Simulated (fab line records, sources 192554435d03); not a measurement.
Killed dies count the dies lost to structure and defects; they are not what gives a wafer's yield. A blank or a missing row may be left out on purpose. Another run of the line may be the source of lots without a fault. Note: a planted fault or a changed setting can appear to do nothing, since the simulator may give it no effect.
fab line records || flow n5_finfet
[record] {"lots": 4, "wafers": 12, "last_day": 15}
route steps=1938 shown BEOL_M7@1300 BEOL_M8@1332 PASSIVATION@1936
lots with no fault: from the same line, run without faults
start_h: hours from the record's opening day to when the first of the lot's shown wafers began || wait_h: how many hours have passed since the lot's step before this one || " same as the row above || L1.1+2: a row that stands for several wafers || - no value present, or no start provided || * or withheld: withheld || < > ~ a bound
route shown NAME@n: NAME is a module with steps in the file, n the number in the route of the first one || usual: mean and standard deviation over wafers with no fault || same: alike in all rows || chamber/n: place in a boat || sites: readings site by site || _std_site: how widely they spread, as a standard deviation || _edge_site: outer sites' mean less inner sites' || radius_mm: for every site, how far away it sits from the centre of the wafer || mask NAME#n: copy n || behind: the last tool/chamber to shape the wafer || hold: why the lot went on hold/how many hours it stayed there/how the hold came to an end || device: names the non-switching transistor (n, p or np) || end of line: tests run on the same wafers once the route is complete || where a step has no rows: the recipe by itself || killed: dies lost to structure and defects at the first sort, not the wafer's yield || map: per-die view of a wafer (x killed, . not killed, _ where there is no die)
set.NAME: the setting the step ran with; set.NAME@STEP: the setting that earlier step ran with || model.NAME: the simulator's own value behind a step, which no gauge read
certain route steps with their lots: each step a table, each wafer a row
services: from which hour (start_h, from the record's first day; less than 0 if before it) a tool's chamber was out of use, for how many hours, and why
[[steps]]
[step N5_BEOL_M7_ETCH_72]
[recipe] {"chemistry": "N2/H2", "target": "underlayer", "target_depth_a": 65, "mask_material": "CAR-EUV", "time_s": 5.2, "ion_energy_ev": 200, "pressure_mtorr": 30, "source_w": 840, "bias_w": 150, "n2_flow_sccm": 200, "h2_flow_sccm": 200, "ends": "cleared"}
[step N5_BEOL_M7_ETCH_65]
[recipe] {"chemistry": "CF4", "target": "SiARC", "target_depth_a": 156, "mask_material": "CAR-EUV", "time_s": 26, "ion_energy_ev": 80, "pressure_mtorr": 40, "source_w": 545, "bias_w": 36, "Ar_flow_sccm": 100, "cf4_flow_sccm": 100, "ends": "cleared"}
[step N5_BEOL_M7_ETCH_66]
[recipe] {"chemistry": "N2/H2", "target": "SOC", "target_depth_a": 800, "overetch_a": 160, "mask_material": "SiARC", "temp_c": 40, "time_s": 120, "ion_energy_ev": 200, "pressure_mtorr": 30, "source_w": 840, "bias_w": 150, "n2_flow_sccm": 200, "h2_flow_sccm": 200}
[step N5_BEOL_M7_STRIP_69]
[recipe] {"chemistry": "N2/H2", "temp_c": 40, "n2_flow_sccm": 200, "h2_flow_sccm": 200, "rf_frequency_hz": 6e+07}
[step N5_BEOL_M7_STRIP_73]
[recipe] {"chemistry": "N2/H2", "temp_c": 40, "n2_flow_sccm": 200, "h2_flow_sccm": 200, "rf_frequency_hz": 6e+07}
[step N5_BEOL_M7_VIA_ETCH_34]
[recipe] {"chemistry": "C4F6/O2", "target": "SiCOH_lowk", "target_depth_a": 1255, "mask_material": "SOC", "taper_deg": 4, "time_s": 50.5, "ion_energy_ev": 250, "pressure_mtorr": 30, "source_w": 345, "bias_w": 185, "Ar_flow_sccm": 300, "C4F6_flow_sccm": 10, "O2_flow_sccm": 10}
[step N5_BEOL_M7_STRIP_76]
[recipe] {"chemistry": "C4F6/O2", "resist": "SiARC", "rf_frequency_hz": 6e+07}
[step N5_BEOL_M7_STRIP_36]
[recipe] {"chemistry": "N2/H2", "power_w": 450, "temp_c": 40, "pressure_mtorr": 20, "rf_frequency_hz": 6e+07, "overash_fraction": 0.3, "bias_power_w": 7, "h2_frac": 0.5, "n2_flow_sccm": 200, "h2_flow_sccm": 200}
[step N5_BEOL_M7_TRENCH_ETCH_37]
[recipe] {"chemistry": "C4F6/O2", "target_depth_a": 934.78, "target": "SiCOH_lowk", "time_s": 31.2, "ion_energy_ev": 250, "pressure_mtorr": 30, "source_w": 345, "bias_w": 185, "Ar_flow_sccm": 300, "C4F6_flow_sccm": 10, "O2_flow_sccm": 10}
[step N5_BEOL_M7_ETCH_41]
[recipe] {"chemistry": "CH3F/O2", "target": "SiCN", "target_depth_a": 319, "taper_deg": 2, "time_s": 57.8, "ion_energy_ev": 120, "mask_material": "TiN", "pressure_mtorr": 30, "source_w": 395, "bias_w": 75, "Ar_flow_sccm": 150, "CH3F_flow_sccm": 30, "O2_flow_sccm": 20}
[step N5_BEOL_M7_STRIP_80]
[recipe] {"chemistry": "N2/H2", "time_s": 10, "power_w": 450, "temp_c": 40, "pressure_mtorr": 20, "rf_frequency_hz": 6e+07, "bias_power_w": 7, "n2_flow_sccm": 200, "h2_flow_sccm": 200}
[step N5_BEOL_M7_HM_STRIP_39]
[recipe] {"chemistry": "peroxide_tin_strip", "material": "TiN", "target_depth_a": 250, "temp_c": 50, "time_s": 158}
[usual] {"temp_c": "50.00/0.1"}
{"lot.wafer": "L459.2", "tool": "wet_bench-04", "chamber": 4, "start_h": 195.99, "wait_h": 0.0, "temp_c": 49.95}
{"lot.wafer": "L459.3", "tool": "wet_bench-04", "chamber": 2, "start_h": 195.99, "wait_h": 0.0, "temp_c": 50.16}
{"lot.wafer": "L459.5", "tool": "wet_bench-04", "chamber": 7, "start_h": 195.99, "wait_h": 0.0, "temp_c": 49.89}
{"lot.wafer": "L467.2", "tool": "wet_bench-05", "chamber": 4, "start_h": 257.79, "wait_h": 0.0, "temp_c": 49.95}
{"lot.wafer": "L467.5", "tool": "wet_bench-05", "chamber": 0, "start_h": 257.79, "wait_h": 0.0, "temp_c": 49.98}
{"lot.wafer": "L467.6", "tool": "wet_bench-05", "chamber": 1, "start_h": 257.79, "wait_h": 0.0, "temp_c": 49.94}
{"lot.wafer": "L470.3", "tool": "wet_bench-05", "chamber": 2, "start_h": 267.54, "wait_h": 0.0, "temp_c": 50.15}
{"lot.wafer": "L470.5", "tool": "wet_bench-05", "chamber": 4, "start_h": 267.54, "wait_h": 0.0, "temp_c": 49.87}
{"lot.wafer": "L470.6", "tool": "wet_bench-05", "chamber": 3, "start_h": 267.54, "wait_h": 0.0, "temp_c": 49.97}
{"lot.wafer": "L472.1", "tool": "wet_bench-05", "chamber": 4, "start_h": 273.39, "wait_h": 0.0, "temp_c": 50.00}
{"lot.wafer": "L472.4", "tool": "wet_bench-05", "chamber": 6, "start_h": 273.39, "wait_h": 0.0, "temp_c": 49.96}
{"lot.wafer": "L472.5", "tool": "wet_bench-05", "chamber": 7, "start_h": 273.39, "wait_h": 0.0, "temp_c": 49.99}
[step N5_BEOL_M7_SRD_40]
[recipe] {"time_s": 30, "temp_c": 23, "rinse_liquid": "diw", "dry": "ipa_marangoni"}
[step N5_BEOL_M7_PRECLEAN_42]
[recipe] {"chemistry": "residue_remover", "time_s": 60, "temp_c": 40}
[step N5_BEOL_M7_SRD_43]
[recipe] {"time_s": 30, "temp_c": 23, "rinse_liquid": "diw", "dry": "ipa_marangoni"}
[step N5_BEOL_M7_CURE_75]
[recipe] {"temp_c": 370, "time_s": 120, "ambient": "DMADMS/He", "material": "SiCOH_lowk"}
[step N5_BEOL_M7_DEGAS_44]
[recipe] {"ambient": "vacuum", "temp_c": 250, "time_s": 60}
[step N5_BEOL_M7_PRE_CLEAN_45]
[recipe] {"gas": "H2/He", "time_s": 30, "temp_c": 250}
[step N5_BEOL_M7_ALD_77]
[recipe] {"material": "TaN", "target_thk_a": 20, "temp_c": 275, "ald_precursor_family": "PDMAT", "ald_co_reactant": "NH3", "pressure_torr": 3, "carrier_flow_sccm": 1500, "pulse_time_s": 2, "purge_time_s": 3, "co_reactant_purge_time_s": 2, "co_reactant_pulse_time_s": 3, "ald_cycles": 40, "precursor_vessel_temp_c": 75, "precursor_vessel_pressure_torr": 26.25, "precursor_vessel_carrier_sccm": 1000}
[step N5_BEOL_M7_SURFACE_TREAT_79]
[recipe] {"gas": "Ar", "time_s": "*", "ion_energy_ev": "*", "ion_current_ma_cm2": 0.5, "pressure_mtorr": "*", "ar_flow_sccm": 30}
[step N5_BEOL_M7_CVD_78]
[recipe] {"material": "Co", "target_thk_a": 20, "temp_c": "withheld", "precursor": "CCTBA/H2", "pressure_torr": 30, "time_s": 142.3}
[step N5_BEOL_M7_SPUTTER_48]
[recipe] {"material": "Cu", "target_thk_a": 100, "temp_c": -20, "bias_v": 60, "power_w": 26000, "chamber_pressure_pa": 0.13, "time_s": 1.667}
[step N5_BEOL_M7_ECD_50]
[recipe] {"material": "Cu", "target_thk_a": 3000}
[step N5_BEOL_M7_ANNEAL_51]
[recipe] {"temp_c": 225, "time_s": 90, "ambient": "N2"}
[step N5_BEOL_M7_CMP_52]
[recipe] {"stop_on": "SiCOH_lowk", "t_overpolish_s": 6.9, "down_force_psi": 1, "platen_rpm": 50, "clearing_platen_down_force_psi": 1.5, "clearing_platen_rpm": 50, "post_cmp_clean": "cu_alkaline", "target_thk_nm": 80, "clearing_platen_pad_velocity_m_s": 0.99484, "pad_velocity_m_s": 0.99484}
[step N5_BEOL_M7_PRE_CLEAN_55]
[recipe] {"gas": "NH3", "time_s": 15, "temp_c": "withheld", "rf_power_w": 300}
[step N5_BEOL_M7_DEP_56]
[recipe] {"material": "SiCN", "target_thk_a": 100, "temp_c": "withheld", "precursor": "3MS/NH3", "pressure_torr": 3, "rf_w": 202, "time_s": 17.5}
[step N5_BEOL_M8_ILD_DEP_00]
[recipe] {"material": "SiCOH_lowk", "target_thk_a": 1797.5, "temp_c": 300, "precursor": "DEMS/porogen", "pressure_torr": 5, "rf_w": 500, "time_s": 33.4}
[step N5_BEOL_M8_CURE_74]
[recipe] {"temp_c": 385, "time_s": 240, "ambient": "He/Ar", "material": "SiCOH_lowk"}
[step N5_BEOL_M8_PECVD_70]
[recipe] {"material": "SiO2", "target_thk_a": 200, "temp_c": 400, "precursor": "TEOS/O2", "pressure_torr": 5.5, "rf_w": 450, "teos_flow_sccm": 53.8, "gas": "O2", "flow_sccm": 3000, "time_s": 22.7}
[step N5_BEOL_M8_HM_DEP_02]
[recipe] {"material": "TiN", "target_thk_a": 200, "temp_c": 25, "chamber_pressure_pa": 0.49996}
[step N5_BEOL_M8_COAT_59]
[recipe] {"resist": "SOC", "temp_c": 250, "time_s": 60, "spin_rpm": 1500, "resist_thk_nm": 100}
[step N5_BEOL_M8_COAT_60]
[recipe] {"resist": "SiARC", "temp_c": 220, "time_s": 60, "spin_rpm": 1500, "resist_thk_nm": 35}
[step N5_BEOL_M8_COAT_05]
[recipe] {"resist": "CAR-ArF", "spin_rpm": 1500, "resist_thk_nm": 90}
[step N5_BEOL_M8_EBR_07]
[recipe] {"solvent": "PGMEA", "ebr_width_mm": 1.5}
[step N5_BEOL_M8_SOFTBAKE_06]
[recipe] {"temp_c": 110, "time_s": 60, "resist": "CAR-ArF"}
[step N5_PASSIVATION_PROBE_49]
[usual] {"defect_limited_yield": "91.7/1.7", "killed_at_M0_to_M3": "34/10", "killed_at_M4_up": "13/5.1", "killed_at_contacts": "12/6.2", "killed_at_front_end": "36/12", "killed_at_other": "3.2/2.6", "killed_dies": "98/20", "killed_on_rim": "13/4.5", "killed_open": "65/13", "killed_short": "32/8.4", "sort_bin_5_function": "4.8/1.1", "sort_bin_6_memory": "3.2/0.74", "sort_bin_8_speed": "0.00/0.012", "sort_n_pass": "1082/20", "sort_yield_pct": "91.7/1.7"}
[same] {"gross_dies": 1180, "killed_at_back_side": 0, "sort_bin_4_leakage[%]": 0}
{"lot.wafer": "L467.2", "tool": "prober-02", "chamber": "-", "start_h": 331.32, "wait_h": 0.1, "defect_limited_yield[%]": 89.3, "killed_at_M0_to_M3": 45, "killed_at_M4_up": 13, "killed_at_contacts": 9, "killed_at_front_end": 58, "killed_at_other": 1, "killed_dies": 126, "killed_on_rim": 23, "killed_open": 81, "killed_short": 39, "sort_bin_5_function[%]": 5.8, "sort_bin_6_memory[%]": 4.6, "sort_bin_8_speed[%]": 0, "sort_n_pass": 1054, "sort_yield_pct[%]": 89.3}
{"lot.wafer": "L467.5", "tool": "prober-02", "chamber": "-", "start_h": 331.47, "wait_h": 0.2, "defect_limited_yield[%]": 89.0, "killed_at_M0_to_M3": 45, "killed_at_M4_up": 15, "killed_at_contacts": 23, "killed_at_front_end": 44, "killed_at_other": 3, "killed_dies": 130, "killed_on_rim": 21, "killed_open": 84, "killed_short": 43, "sort_bin_5_function[%]": 5.8, "sort_bin_6_memory[%]": 4.8, "sort_bin_8_speed[%]": 0, "sort_n_pass": 1050, "sort_yield_pct[%]": 89.0}
{"lot.wafer": "L467.6", "tool": "prober-02", "chamber": "-", "start_h": 331.52, "wait_h": 0.3, "defect_limited_yield[%]": 90.0, "killed_at_M0_to_M3": 35, "killed_at_M4_up": 11, "killed_at_contacts": 16, "killed_at_front_end": 51, "killed_at_other": 5, "killed_dies": 118, "killed_on_rim": 18, "killed_open": 72, "killed_short": 40, "sort_bin_5_function[%]": 5.3, "sort_bin_6_memory[%]": 3.8, "sort_bin_8_speed[%]": 0.08, "sort_n_pass": 1062, "sort_yield_pct[%]": 90.0}
{"lot.wafer": "L470.3", "tool": "prober-01", "chamber": "-", "start_h": 339.92, "wait_h": 0.1, "defect_limited_yield[%]": 82.7, "killed_at_M0_to_M3": 12, "killed_at_M4_up": 153, "killed_at_contacts": 7, "killed_at_front_end": 29, "killed_at_other": 3, "killed_dies": 204, "killed_on_rim": 5, "killed_open": 39, "killed_short": 18, "sort_bin_5_function[%]": 10.7, "sort_bin_6_memory[%]": 3.6, "sort_bin_8_speed[%]": 0, "sort_n_pass": 976, "sort_yield_pct[%]": 82.7}
{"lot.wafer": "L470.5", "tool": "prober-01", "chamber": "-", "start_h": 340.02, "wait_h": 0.2, "defect_limited_yield[%]": 80.8, "killed_at_M0_to_M3": 21, "killed_at_M4_up": 155, "killed_at_contacts": 15, "killed_at_front_end": 33, "killed_at_other": 3, "killed_dies": 227, "killed_on_rim": 15, "killed_open": 56, "killed_short": 24, "sort_bin_5_function[%]": 12.5, "sort_bin_6_memory[%]": 4.3, "sort_bin_8_speed[%]": 0, "sort_n_pass": 953, "sort_yield_pct[%]": 80.8}
{"lot.wafer": "L470.6", "tool": "prober-01", "chamber": "-", "start_h": 340.07, "wait_h": 0.3, "defect_limited_yield[%]": 86.9, "killed_at_M0_to_M3": 21, "killed_at_M4_up": 99, "killed_at_contacts": 3, "killed_at_front_end": 27, "killed_at_other": 5, "killed_dies": 155, "killed_on_rim": 24, "killed_open": 47, "killed_short": 20, "sort_bin_5_function[%]": 7.8, "sort_bin_6_memory[%]": 2.6, "sort_bin_8_speed[%]": 0, "sort_n_pass": 1025, "sort_yield_pct[%]": 86.9}
{"lot.wafer": "L472.1", "tool": "prober-02", "chamber": "-", "start_h": 353.79, "wait_h": 0.0, "defect_limited_yield[%]": 78.6, "killed_at_M0_to_M3": 32, "killed_at_M4_up": 158, "killed_at_contacts": 16, "killed_at_front_end": 42, "killed_at_other": 4, "killed_dies": 252, "killed_on_rim": 19, "killed_open": 67, "killed_short": 38, "sort_bin_5_function[%]": 13.6, "sort_bin_6_memory[%]": 4.8, "sort_bin_8_speed[%]": 0, "sort_n_pass": 928, "sort_yield_pct[%]": 78.6}
{"lot.wafer": "L472.4", "tool": "prober-02", "chamber": "-", "start_h": 353.94, "wait_h": 0.2, "defect_limited_yield[%]": 79.3, "killed_at_M0_to_M3": 43, "killed_at_M4_up": 155, "killed_at_contacts": 6, "killed_at_front_end": 37, "killed_at_other": 3, "killed_dies": 244, "killed_on_rim": 18, "killed_open": 71, "killed_short": 26, "sort_bin_5_function[%]": 13.1, "sort_bin_6_memory[%]": 4.5, "sort_bin_8_speed[%]": 0, "sort_n_pass": 936, "sort_yield_pct[%]": 79.3}
{"lot.wafer": "L472.5", "tool": "prober-02", "chamber": "-", "start_h": 353.99, "wait_h": 0.2, "defect_limited_yield[%]": 79.6, "killed_at_M0_to_M3": 42, "killed_at_M4_up": 150, "killed_at_contacts": 12, "killed_at_front_end": 37, "killed_at_other": 0, "killed_dies": 241, "killed_on_rim": 23, "killed_open": 73, "killed_short": 30, "sort_bin_5_function[%]": 14.1, "sort_bin_6_memory[%]": 3.6, "sort_bin_8_speed[%]": 0, "sort_n_pass": 939, "sort_yield_pct[%]": 79.6}
// killed by level:class
L467.2 BEOL_M1:geometric_particle:open=14 FIN_SAQP:geometric_particle:open=12 STI_FIN_REVEAL:geometric_particle:open=12 FIN_SAQP:geometric_particle:short=11 BEOL_M0_SAQP:geometric_particle:open=11 MOL_CONTACT_COAG:geometric_particle:open=9 BEOL_M0_SAQP:geometric_particle:short=8 DUMMY_GATE:geometric_particle:open=7
L467.5 BEOL_M0_SAQP:geometric_particle:open=18 MOL_CONTACT_COAG:geometric_particle:open=17 DUMMY_GATE:geometric_particle:open=14 BEOL_M0_SAQP:geometric_particle:short=11 BEOL_M1:geometric_particle:open=7 FIN_SAQP:geometric_particle:open=6 DUMMY_GATE:geometric_particle:short=6 MOL_CONTACT_COAG:geometric_particle:short=6
L467.6 FIN_SAQP:geometric_particle:open=11 STI_FIN_REVEAL:geometric_particle:open=11 MOL_CONTACT_COAG:geometric_particle:open=10 BEOL_M0_SAQP:geometric_particle:short=9 DUMMY_GATE:geometric_particle:open=8 BEOL_M1:geometric_particle:open=8 MOL_CONTACT_COAG:geometric_particle:short=6 FIN_SAQP:geometric_particle:short=6
L470.3 BEOL_M7:unspecified=147 STI_FIN_REVEAL:geometric_particle:open=11 BEOL_M2:geometric_particle:open=9 MOL_CONTACT_COAG:geometric_particle:open=4 STI_FIN_REVEAL:geometric_particle:short=3 MOL_CONTACT_COAG:geometric_particle:short=3 FIN_SAQP:geometric_particle:short=2 ILD0:geometric_particle:open=2
L470.5 BEOL_M7:unspecified=147 MOL_CONTACT_COAG:geometric_particle:open=13 STI_FIN_REVEAL:geometric_particle:open=9 GATE_CUT:geometric_particle:short=5 BEOL_M3:geometric_particle:open=5 FIN_SAQP:geometric_particle:short=4 GATE_CUT:geometric_particle:open=3 BEOL_M1:geometric_particle:open=3
L470.6 BEOL_M7:unspecified=88 STI_FIN_REVEAL:geometric_particle:open=16 BEOL_M0_SAQP:geometric_particle:open=4 BEOL_M1:geometric_particle:open=4 BEOL_M3:geometric_particle:open=4 BEOL_M0_SAQP:geometric_particle:short=3 BEOL_M1:geometric_particle:short=3 BEOL_M5:geometric_particle:open=3
L472.1 BEOL_M7:unspecified=147 MOL_CONTACT_COAG:geometric_particle:open=12 FIN_SAQP:geometric_particle:short=11 BEOL_M0_SAQP:geometric_particle:open=10 FIN_SAQP:geometric_particle:open=9 BEOL_M0_SAQP:geometric_particle:short=9 STI_FIN_REVEAL:geometric_particle:open=8 BEOL_M4:geometric_particle:open=7
L472.4 BEOL_M7:unspecified=147 BEOL_M1:geometric_particle:open=12 FIN_SAQP:geometric_particle:open=10 BEOL_M2:geometric_particle:open=9 BEOL_M0_SAQP:geometric_particle:short=8 STI_FIN_REVEAL:geometric_particle:open=8 BEOL_M0_SAQP:geometric_particle:open=8 FIN_SAQP:geometric_particle:short=5
L472.5 BEOL_M7:unspecified=138 BEOL_M3:geometric_particle:open=12 MOL_CONTACT_COAG:geometric_particle:open=10 FIN_SAQP:geometric_particle:open=7 BEOL_M2:geometric_particle:open=7 BEOL_M0_SAQP:geometric_particle:short=6 BEOL_M0_SAQP:geometric_particle:open=6 STI_FIN_REVEAL:geometric_particle:open=5
// map L470.5 (x killed, . not)
_________________.x..........________________
______________....x.x.x.......x._____________
___________.x.............x...x....__________
__________......................x..._________
________....................x........._______
_______.............x...........x......______
______............x....xx..............._____
_____....x..................x............____
____.x..x.x.xx.x........x...x.............___
___.....xxxxx.x..............x...x......x..__
___..xxxxxxxxxx..x...............x.x.......__
__..x.xxxxxxxxxxx.......x...........x......._
__xxxxxxxxxxxxxxx.x..............x.........._
_.x.xxxxxxxxxxxxx....x.......................
_x.xxxxxxxxxxxxxxx.x.x.......................
_.xxxxxxxxxxxxxxxxx..............x...........
_..xxxxxxxxxxxxxx..x...............x.........
_...xxxxxxxxxxxxxxx.......................x..
_..xxxxxxxxxxxxxx................x......xx...
_.x.x.x.xx..x.x.x.....x...........x..x.......
_....x..xxxx.x.x........x.x..........x.x.....
__.x.....x.xx..............................._
__.........x..........................x....._
___.........x...x.....x....................__
___......x.x.......................x.......__
____.x....................................___
_____......x.................x...x.....x.____
______.................................._____
_______.....................x..x.......______
________............x...............xx_______
__________x........................._________
___________........................__________
______________x............x...._____________
_________________....x.....x.________________
// map L472.1 (x killed, . not)
_________________............________________
______________.x.....x.......x.._____________
___________........x...............__________
__________.......................x.._________
________......x..........x..x.......xx_______
_______.......x....x.x..........x......______
______.............x.x.......x........x._____
_____........x.................x...x.....____
____.x....x.x.x...x..x........x....x......___
___....xxxxxxxx..............x......x......__
___xxxxxxxxxxxxx.x.............x..........x__
__xxxxxxxxxxxxxx.x.....x....x..............x_
__.x.xxxxxxxxxxxxxx.x......................._
_...xxxxxxxxxxxxxx.........................x.
_.xxxxxxxxxxxxxxxx......x.....x.........x....
_..xxxxxxxxxxxxxx....x......x........xx......
_.x.xxxxxxxxxxxx.x.....x............x........
_...xxxxxxxxxxxxxxx....x..........x..........
_....xxxxxxxxxxxxx....................x...x..
_.x...x.xx.xxxxxx...x.........x..............
_.x...x...xxxx..x.x..............x...........
__........x...x..........x....x............._
__..........................x.....x........._
___.x...........................x..........__
___.x...x.x..........xx................x.x.__
____..x............................x...x..___
_____.........x...............x..........____
______......x...x...x.x....x.......x...x_____
_______..x.............................______
________.......x.x................x..._______
__________.....xx.......x.....x....._________
___________....x............xx.....__________
______________...x...x.........._____________
_________________....x.....x.________________
[[services]]
{"tool": "wet_bench-05", "chamber": "-", "start_h": 216.78, "hours": 2.0, "kind": "repair"}
[[key]]
[first_sign] {"step": "N5_PASSIVATION_PROBE_49", "reading": "killed_at_M4_up", "direction": "up", "sigmas": 26, "usual": 13, "struck": 145}
[effect] {"step": "N5_PASSIVATION_PROBE_49", "reading": "defect_limited_yield", "direction": "down", "sigmas": 6.2, "usual": 91.7, "struck": 81.3}
[more_kills_born_at] {"N5_BEOL_M7_HM_STRIP_39@wet_bench-05": 814}
met_at N5_BEOL_M7_HM_STRIP_39
struck_wafers L470.3,L470.5,L470.6,L472.1,L472.4,L472.5
onset_between 257.79 267.54
also_fits time
[fault] {"kind": "chamber_particle_source", "tool": "wet_bench-05", "chamber": "-", "onset_h": 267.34, "steps": "N5_BEOL_M7_HM_STRIP_39", "rate_per_visit_cm2": 1.4957, "end_h": 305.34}
